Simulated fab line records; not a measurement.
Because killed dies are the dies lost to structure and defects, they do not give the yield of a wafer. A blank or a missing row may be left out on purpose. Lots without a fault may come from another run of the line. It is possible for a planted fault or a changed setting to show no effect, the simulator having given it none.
fab line records	flow n5-finfet
record: lots: 6	wafers: 16	last-day: 19
route steps=1938 shown BEOL_M1@821 BEOL_M4@1111 PASSIVATION@1936
lots that met no fault: from a run of the same line without faults
start-h: hours from the record's opening day to when the first of the lot's shown wafers began	wait-h: hours from the lot's prior step to this one	" unchanged from the row above	L1.1+2: a single row standing in for several wafers	- no value, or no start given	* or withheld: withheld	< > ~ a bound
route shown NAME@n: a module of which the file shows steps, and the number in the route of the first	usual: average and standard deviation across the fault-free wafers	same: alike in all rows	chamber/n: place in a boat	sites: readings site by site	_std_site: standard deviation across them	_edge_site: outer sites' mean less inner sites'	radius-mm: how far each site lies from the wafer's centre	mask NAME#n: copy n	behind: tool/chamber where the wafer was last shaped	hold: cause of the lot's hold/its duration in hours/its outcome	device: which transistor (n, p or np) failed to switch	end of line: tests of these same wafers at the route's end	a step with no rows: only its recipe	killed: dies lost to structure and defects at the first sort, not the wafer's yield	map: shows each die of a wafer: x if killed, . if not, _ if none is there
set.NAME: the setting the step ran with; set.NAME@STEP: the setting that earlier step ran with	model.NAME: the simulator's own value behind a step, which no gauge read
lots at some steps of the route; a table a step, a row a wafer
services: when a tool's chamber went out of use (start-h, in hours from the record's first day, below 0 if earlier), for how many hours, and the reason
== steps ==
step: N5_BEOL_M1_ANNEAL_87
recipe: temp-c: 400	time-s: 240	ambient: vacuum
usual: heater-power-w: 848/83
lot.wafer	tool	chamber	start-h	wait-h	heater-power-w
L884.1	pvd-sputter-02	-	173.62	0.0	938
L884.4	"	-	"	"	783
L884.5	"	-	"	"	751
L886.5	pvd-sputter-02	-	181.00	0.1	802
L886.6	"	-	"	"	783
L887.3	pvd-sputter-03	-	194.50	0.0	909
L887.5	"	-	"	"	834
L887.6	"	-	"	"	915
L899.2	pvd-sputter-03	-	261.18	0.0	854
L899.4	"	-	"	"	857
L899.6	"	-	"	"	761
L901.2	pvd-sputter-03	-	266.77	0.0	907
L901.3	"	-	"	"	880
L901.4	"	-	"	"	859
L903.2	pvd-sputter-01	-	276.95	0.0	879
L903.6	"	-	"	"	1083
step: N5_BEOL_M1_SPUTTER_88
recipe: material: Cu	target-thk-a: 45	temp-c: -20	chamber-pressure-pa: 0.07	power-w: withheld	time-s: 8.29
step: N5_BEOL_M1_ANNEAL_89
recipe: temp-c: 400	time-s: 240	ambient: vacuum
step: N5_BEOL_M1_SPUTTER_90
recipe: material: Cu	target-thk-a: 45	temp-c: -20	chamber-pressure-pa: 0.07	power-w: withheld	time-s: 8.29
step: N5_BEOL_M1_ANNEAL_91
recipe: temp-c: 400	time-s: 240	ambient: vacuum
step: N5_BEOL_M1_SPUTTER_92
recipe: material: Cu	target-thk-a: 45	temp-c: -20	chamber-pressure-pa: 0.07	power-w: withheld	time-s: 8.29
step: N5_BEOL_M1_ANNEAL_93
recipe: temp-c: 400	time-s: 240	ambient: vacuum
usual: heater-power-w: 846/83
lot.wafer	tool	chamber	start-h	wait-h	heater-power-w
L884.1	pvd-sputter-02	-	174.28	0.0	914
L884.4	"	-	"	"	795
L884.5	"	-	"	"	750
L886.5	pvd-sputter-02	-	181.66	0.1	793
L886.6	"	-	"	"	782
L887.3	pvd-sputter-03	-	195.16	0.0	905
L887.5	"	-	"	"	845
L887.6	"	-	"	"	906
L899.2	pvd-sputter-03	-	261.84	0.0	859
L899.4	"	-	"	"	826
L899.6	"	-	"	"	759
L901.2	pvd-sputter-03	-	267.43	0.0	868
L901.3	"	-	"	"	857
L901.4	"	-	"	"	866
L903.2	pvd-sputter-01	-	277.61	0.0	851
L903.6	"	-	"	"	1104
step: N5_BEOL_M1_SPUTTER_94
recipe: material: Cu	target-thk-a: 45	temp-c: -20	chamber-pressure-pa: 0.07	power-w: withheld	time-s: 8.29
usual: throttle-valve-pct: 29.9/1.3
lot.wafer	tool	chamber	start-h	wait-h	throttle-valve-pct
L884.1	pvd-sputter-02	-	174.42	0.1	31.3
L884.4	"	-	"	"	31.3
L884.5	"	-	"	"	30.2
L886.5	pvd-sputter-02	-	181.77	0.0	31.5
L886.6	"	-	"	"	29.0
L887.3	pvd-sputter-03	-	195.30	0.1	29.0
L887.5	"	-	"	"	29.1
L887.6	"	-	"	"	29.1
L899.2	pvd-sputter-03	-	261.98	0.1	29.7
L899.4	"	-	"	"	28.8
L899.6	"	-	"	"	27.8
L901.2	pvd-sputter-03	-	267.57	0.1	29.0
L901.3	"	-	"	"	29.9
L901.4	"	-	"	"	29.0
L903.2	pvd-sputter-01	-	277.75	0.1	32.9
L903.6	"	-	"	"	30.8
step: N5_BEOL_M1_ANNEAL_95
recipe: temp-c: 400	time-s: 240	ambient: vacuum
step: N5_BEOL_M1_SPUTTER_96
recipe: material: Cu	target-thk-a: 45	temp-c: -20	chamber-pressure-pa: 0.07	power-w: withheld	time-s: 8.29
usual: throttle-valve-pct: 29.9/1.3
lot.wafer	tool	chamber	start-h	wait-h	throttle-valve-pct
L884.1	pvd-sputter-02	-	174.64	0.1	31.4
L884.4	"	-	"	"	31.0
L884.5	"	-	"	"	30.0
L886.5	pvd-sputter-02	-	181.99	0.0	31.6
L886.6	"	-	"	"	28.6
L887.3	pvd-sputter-03	-	195.52	0.1	29.1
L887.5	"	-	"	"	29.1
L887.6	"	-	"	"	29.0
L899.2	pvd-sputter-03	-	262.20	0.1	29.5
L899.4	"	-	"	"	28.7
L899.6	"	-	"	"	27.9
L901.2	pvd-sputter-03	-	267.79	0.1	29.0
L901.3	"	-	"	"	29.6
L901.4	"	-	"	"	28.8
L903.2	pvd-sputter-01	-	277.97	0.1	32.7
L903.6	"	-	"	"	31.0
step: N5_BEOL_M1_ECD_50
recipe: material: Cu	target-thk-a: 3000
step: N5_BEOL_M1_ANNEAL_51
recipe: temp-c: 225	time-s: 90	ambient: N2
usual: wafer_temp_C_max: 226.3/0.35
lot.wafer	tool	chamber	start-h	wait-h	wafer_temp_C_max
L884.1	rtp-anneal-01	0	174.91	0.1	225.5
L884.4	"	0	"	"	225.6
L884.5	"	0	"	"	225.9
L886.5	rtp-anneal-01	0	182.33	0.2	226.2
L886.6	"	0	"	"	226.3
L887.3	rtp-anneal-02	0	195.80	0.1	226.4
L887.5	"	0	"	"	227.0
L887.6	"	0	"	"	227.0
L899.2	rtp-anneal-01	0	262.44	0.1	226.1
L899.4	"	0	"	"	226.6
L899.6	"	0	"	"	226.4
L901.2	rtp-anneal-02	0	268.05	0.1	226.4
L901.3	"	0	"	"	226.5
L901.4	"	0	"	"	226.4
L903.2	rtp-anneal-01	0	278.23	0.1	226.5
L903.6	"	0	"	"	226.1
step: N5_BEOL_M1_CMP_52
recipe: stop-on: SiOC	t-overpolish-s: 6.8	down-force-psi: 1	platen-rpm: 50	clearing-platen-down-force-psi: 1.5	clearing-platen-rpm: 50	post-cmp-clean: cu-alkaline	target-thk-nm: 40	clearing-platen-pad-velocity-m-s: 0.99484	pad-velocity-m-s: 0.99484
usual: barrier-field-endpoint-s: 24.9/0.73	motor-current-A: 6.1/0.65	overpolish-run-s: 6.800/0.0092	slurry-filter-dp-kPa: 13.49/0.14	time-to-endpoint-s: 63/3.3
lot.wafer	tool	chamber	start-h	wait-h	barrier-field-endpoint-s	motor-current-A	overpolish-run-s	slurry-filter-dp-kPa	time-to-endpoint-s
L884.1	cmp-02	2	175.21	0.3	25.1	4.8	6.803	13.50	66
L884.4	"	0	"	"	24.9	7.8	6.806	13.54	65
L884.5	"	2	"	"	24.9	5.2	6.807	13.33	65
L886.6	cmp-02	0	182.60	0.2	23.9	7.1	6.799	13.61	64
L886.5	"	1	"	"	13.8	5.9	6.809	13.47	36
L887.3	cmp-02	0	196.12	0.3	13.6	7.3	6.801	13.73	35
L887.6	"	1	"	"	25.4	5.5	6.796	13.37	66
L887.5	"	2	"	"	14.3	5.3	6.813	13.39	37
L899.2	cmp-04	1	262.71	0.2	25.0	6.2	6.783	13.55	62
L899.4	"	3	"	"	25.4	5.4	6.807	13.51	59
L899.6	"	1	"	"	25.5	6.7	6.790	13.41	64
L901.4	cmp-03	0	268.34	0.2	23.5	6.5	6.803	13.59	57
L901.3	"	1	"	"	24.5	6.0	6.800	13.55	62
L901.2	"	2	"	"	23.9	5.4	6.794	13.61	64
L903.2	cmp-03	3	278.60	0.3	24.9	5.4	6.798	13.39	63
L903.6	"	0	"	"	24.7	6.7	6.813	13.58	56
step: N5_BEOL_M4_RC_MEAS_101
usual: DIBL_N: 36.4/2.2	DIBL_P: 36.3/2.5	IOFF_N: 0.17/0.052	IOFF_P: 0.23/0.049	ION_N: 674/17	ION_P: 464/11	SS_N: 71.7/0.98	SS_P: 73.3/0.84	VT_N: 250/4	VT_P: -249/3.8
lot.wafer	tool	chamber	start-h	wait-h	DIBL_N[mV/V]	DIBL_P[mV/V]	IOFF_N[nA/um]	IOFF_P[nA/um]	ION_N[uA/um]	ION_P[uA/um]	SS_N[mV/dec]	SS_P[mV/dec]	VT_N[mV]	VT_P[mV]
L884.1	prober-01	0	233.16	0.0	37.4	37.8	0.19	0.29	702	488	71.6	74.1	246	-241
L884.4	"	0	"	"	36.0	36.3	0.18	0.27	684	475	71.2	73.3	244	-242
L884.5	"	0	"	"	35.0	33.9	0.15	0.22	674	473	70.8	72.2	249	-242
L887.3	prober-02	0	247.80	0.3	41.4	42.8	0.30	0.32	691	464	72.2	74.5	243	-245
L887.5	"	0	"	"	37.6	38.8	0.20	0.26	670	459	71.8	74.5	249	-247
L887.6	"	0	"	"	37.7	37.5	0.19	0.22	685	466	71.6	74.1	249	-251
L886.5	prober-02	0	249.60	0.6	41.5	39.7	0.30	0.27	687	457	73.7	74.7	246	-248
L886.6	"	0	"	"	34.6	34.0	0.14	0.17	681	460	70.8	72.4	252	-253
L899.2	prober-02	0	317.61	0.2	36.3	36.3	0.16	0.22	680	470	71.6	72.9	248	-248
L899.4	"	0	"	"	35.4	35.8	0.15	0.23	676	477	71.2	73.4	247	-246
L899.6	"	0	"	"	39.9	40.6	0.25	0.31	690	467	72.9	74.3	244	-244
L901.2	prober-02	0	332.12	0.2	37.5	38.5	0.20	0.28	696	474	72.0	73.5	248	-247
L901.3	"	0	"	"	35.0	34.6	0.15	0.20	674	462	71.2	72.1	252	-250
L901.4	"	0	"	"	36.7	35.9	0.18	0.23	672	465	72.4	73.5	248	-248
L903.2	prober-01	0	349.62	0.9	37.3	37.8	0.17	0.24	683	472	71.9	73.3	250	-249
L903.6	"	0	"	"	33.2	32.8	0.11	0.17	648	457	71.4	71.8	254	-253
step: N5_PASSIVATION_PROBE_49
usual: defect-limited-yield: 91.2/1.4	killed_at_M0_to_M3: 34/9.3	killed_at_M4_up: 14/5.9	killed-at-contacts: 14/5.7	killed-at-front-end: 38/10	killed-at-other: 4/3.2	killed-dies: 104/17	killed-open: 67/13	killed-short: 33/6.9	sort_bin_4_leakage: 0/3.6	sort_bin_5_function: 5.2/1	sort_bin_6_memory: 3.3/0.61	sort_bin_8_speed: 0.3/1.8	sort-n-pass: 1069/52
same: gross-dies: 1180	killed-at-back-side: 0
lot.wafer	tool	chamber	start-h	wait-h	defect-limited-yield[%]	killed_at_M0_to_M3	killed_at_M4_up	killed-at-contacts	killed-at-front-end	killed-at-other	killed-dies	killed-open	killed-short	sort_bin_4_leakage[%]	sort_bin_5_function[%]	sort_bin_6_memory[%]	sort_bin_8_speed[%]	sort-n-pass
L884.1	prober-01	-	332.15	0.0	91.0	40	11	13	42	0	106	62	36	0	4.8	3.4	0	1074
L884.4	prober-01	-	332.30	0.2	92.5	36	10	17	25	1	89	57	29	0	4.4	2.9	0	1091
L884.5	prober-01	-	332.35	0.2	92.5	26	18	14	28	3	89	51	33	0	4.6	2.7	0	1091
L886.5	prober-02	-	354.99	0.2	91.3	23	19	11	45	5	103	72	24	1	4.8	3.6	0	1071
L886.6	prober-02	-	355.04	0.3	92.5	18	17	13	38	2	88	57	29	0	3.8	3.5	0	1092
L887.3	prober-01	-	355.01	0.1	91.0	25	25	23	29	4	106	80	23	1	5.3	3.3	0	1067
L887.5	prober-01	-	355.11	0.2	90.2	43	25	24	24	0	116	86	28	0	5.3	4.1	0	1064
L887.6	prober-01	-	355.16	0.3	93.7	21	16	12	24	1	74	47	24	0	3.6	2.5	0	1106
L899.2	prober-02	-	417.83	0.1	90.2	32	17	12	52	3	116	82	31	0	6.3	3.1	0	1064
L899.4	prober-02	-	417.93	0.2	91.5	21	15	17	41	6	100	56	35	0	4.7	3.1	0.3	1080
L899.6	prober-02	-	418.03	0.3	89.7	30	16	26	49	1	122	77	41	0	6.0	4.0	0	1058
L901.2	prober-02	-	438.45	0.1	92.4	24	9	15	38	4	90	56	25	0	4.1	3.1	0	1090
L901.3	prober-02	-	438.50	0.1	92.5	29	8	18	33	1	89	63	20	0	4.4	2.8	0	1091
L901.4	prober-02	-	438.55	0.2	93.1	23	8	8	40	3	82	48	28	0	4.2	2.3	0	1098
L903.2	prober-01	-	461.59	0.7	90.0	43	14	13	41	7	118	81	37	0	6.3	3.5	0	1062
L903.6	prober-01	-	461.79	0.9	90.8	53	12	5	37	2	109	70	33	0	5.8	3.0	0	1071
killed by level:class
L884.1 STI_FIN_REVEAL:geometric-particle:open=15 BEOL_M0_SAQP:geometric-particle:open=10 MOL_CONTACT_COAG:geometric-particle:open=8 STI_FIN_REVEAL:geometric-particle:short=5 BEOL_M0_SAQP:geometric-particle:short=5 BEOL_M3:geometric-particle:open=5 FIN_SAQP:geometric-particle:short=4 ILD0:geometric-particle:short=4
L884.4 MOL_CONTACT_COAG:geometric-particle:open=14 STI_FIN_REVEAL:geometric-particle:open=6 BEOL_M2:geometric-particle:open=6 BEOL_M3:geometric-particle:open=6 STARTING-WAFER:geometric-particle:short=6 BEOL_M0_SAQP:geometric-particle:open=5 BEOL_M3:geometric-particle:short=5 DUMMY_GATE:geometric-particle:open=4
L884.5 MOL_CONTACT_COAG:geometric-particle:open=11 STI_FIN_REVEAL:geometric-particle:open=6 BEOL_M6:geometric-particle:open=6 BEOL_M0_SAQP:geometric-particle:short=5 GATE_CUT:geometric-particle:short=4 BEOL_M5:geometric-particle:open=4 BEOL_M0_SAQP:geometric-particle:open=4 BEOL_M1:geometric-particle:short=4
L886.5 MOL_CONTACT_COAG:geometric-particle:open=11 STI_FIN_REVEAL:geometric-particle:open=9 FIN_SAQP:geometric-particle:open=8 BEOL_M1:geometric-particle:open=8 BEOL_M2:geometric-particle:open=7 FIN_SAQP:geometric-particle:short=6 STI_FIN_REVEAL:geometric-particle:short=4 DUMMY_GATE:geometric-particle:open=4
L887.3 MOL_CONTACT_COAG:geometric-particle:open=17 BEOL_M4:geometric-particle:open=12 FIN_SAQP:geometric-particle:open=8 MOL_CONTACT_COAG:geometric-particle:short=6 BEOL_M3:geometric-particle:open=6 BEOL_M5:geometric-particle:open=6 BEOL_M2:geometric-particle:open=5 STI_FIN_REVEAL:geometric-particle:open=4
L886.6 STI_FIN_REVEAL:geometric-particle:open=15 MOL_CONTACT_COAG:geometric-particle:open=11 GATE_CUT:geometric-particle:short=5 STI_FIN_REVEAL:geometric-particle:short=4 BEOL_M0_SAQP:geometric-particle:open=4 BEOL_M5:geometric-particle:short=4 FIN_SAQP:geometric-particle:short=3 BEOL_M1:geometric-particle:open=3
L887.5 MOL_CONTACT_COAG:geometric-particle:open=22 BEOL_M2:geometric-particle:open=14 BEOL_M4:geometric-particle:open=12 STI_FIN_REVEAL:geometric-particle:open=9 BEOL_M0_SAQP:geometric-particle:short=5 BEOL_M0_SAQP:geometric-particle:open=5 BEOL_M1:geometric-particle:open=5 BEOL_M3:geometric-particle:open=5
L887.6 BEOL_M4:geometric-particle:open=10 MOL_CONTACT_COAG:geometric-particle:open=9 STARTING-WAFER:geometric-particle:short=5 FIN_SAQP:geometric-particle:short=4 DUMMY_GATE:geometric-particle:open=4 BEOL_M2:geometric-particle:short=4 BEOL_M0_SAQP:geometric-particle:open=4 BEOL_M0:geometric-particle:open=4
L899.2 DUMMY_GATE:geometric-particle:open=12 MOL_CONTACT_COAG:geometric-particle:open=11 BEOL_M4:geometric-particle:open=11 BEOL_M3:geometric-particle:open=9 STI_FIN_REVEAL:geometric-particle:open=8 GATE_CUT:geometric-particle:short=8 BEOL_M0_SAQP:geometric-particle:open=6 BEOL_M1:geometric-particle:open=6
L899.4 MOL_CONTACT_COAG:geometric-particle:open=14 FIN_SAQP:geometric-particle:short=9 GATE_CUT:geometric-particle:short=6 BEOL_M4:geometric-particle:open=6 GATE_CUT:geometric-particle:open=5 BEOL_M1:geometric-particle:open=5 FIN_SAQP:geometric-particle:open=4 BEOL_M0_SAQP:geometric-particle:short=4
L899.6 MOL_CONTACT_COAG:geometric-particle:open=18 GATE_CUT:geometric-particle:short=11 BEOL_M4:geometric-particle:open=10 FIN_SAQP:geometric-particle:short=8 FIN_SAQP:geometric-particle:open=7 GATE_CUT:geometric-particle:open=7 MOL_CONTACT_COAG:geometric-particle:short=7 BEOL_M0_SAQP:geometric-particle:open=6
L901.2 MOL_CONTACT_COAG:geometric-particle:open=12 STI_FIN_REVEAL:geometric-particle:open=9 BEOL_M0_SAQP:geometric-particle:short=9 DUMMY_GATE:geometric-particle:open=6 GATE_CUT:geometric-particle:open=6 GATE_CUT:geometric-particle:short=5 BEOL_M2:geometric-particle:open=5 BEOL_M0_SAQP:geometric-particle:open=4
L901.3 MOL_CONTACT_COAG:geometric-particle:open=12 STI_FIN_REVEAL:geometric-particle:open=11 BEOL_M2:geometric-particle:open=8 FIN_SAQP:geometric-particle:open=6 MOL_CONTACT_COAG:geometric-particle:short=5 BEOL_M1:geometric-particle:open=4 BEOL_M0_SAQP:geometric-particle:open=4 GATE_CUT:geometric-particle:open=3
L901.4 STI_FIN_REVEAL:geometric-particle:open=11 BEOL_M0_SAQP:geometric-particle:open=8 STI_FIN_REVEAL:geometric-particle:short=7 MOL_CONTACT_COAG:geometric-particle:open=6 BEOL_M3:geometric-particle:open=6 GATE_CUT:geometric-particle:open=4 GATE_CUT:geometric-particle:short=4 BEOL_M0_SAQP:geometric-particle:short=4
L903.2 FIN_SAQP:geometric-particle:open=16 BEOL_M3:geometric-particle:open=13 MOL_CONTACT_COAG:geometric-particle:open=9 BEOL_M0_SAQP:geometric-particle:open=9 BEOL_M0_SAQP:geometric-particle:short=8 FIN_SAQP:geometric-particle:short=6 BEOL_M2:geometric-particle:open=5 STI_FIN_REVEAL:geometric-particle:open=4
L903.6 BEOL_M3:geometric-particle:open=16 BEOL_M0_SAQP:geometric-particle:open=14 BEOL_M0_SAQP:geometric-particle:short=11 BEOL_M4:geometric-particle:open=7 MOL_CONTACT_COAG:geometric-particle:open=5 FIN_SAQP:geometric-particle:short=4 FIN_SAQP:geometric-particle:open=4 ILD0:geometric-particle:short=4
== services ==
tool	chamber	start-h	hours	kind
cmp-02	-	151.06	3.3	repair
pvd-sputter-01	-	155.00	1.1	repair
pvd-sputter-01	-	161.50	48.4	repair
cmp-03	-	173.83	1.4	repair
cmp-03	-	181.81	7.0	pm
cmp-02	-	198.67	9.0	repair
cmp-02	-	213.11	2.2	repair
cmp-04	-	214.01	0.5	repair
cmp-04	-	222.93	2.0	repair
cmp-02	-	224.69	1.6	repair
cmp-03	-	227.34	4.0	pm
cmp-03	-	231.34	-	consumable-replace:conditioner
cmp-03	-	231.34	-	consumable-replace:pad
cmp-03	-	239.45	0.9	repair
cmp-04	-	274.33	6.9	pm
== key ==
first-sign: step: N5_BEOL_M1_CMP_52	reading: barrier-field-endpoint-s	direction: down	sigmas: 15	usual: 24.9	struck: 13.9
effect: step: N5_BEOL_M1_CMP_52	reading: time-to-endpoint-s	direction: down	sigmas: 8.1	usual: *	struck: *
met-at N5_BEOL_M1_CMP_52
struck-wafers L886.5,L887.3,L887.5
onset-between 175.21 182.60
fault: kind: process-parameter-drift	tool: cmp-02	chamber: -	onset-h: 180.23	steps: N5_BEOL_M1_CMP_52	channel: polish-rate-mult	offset: 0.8	shape: step	end-h: 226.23	scope: struck-wafers-only
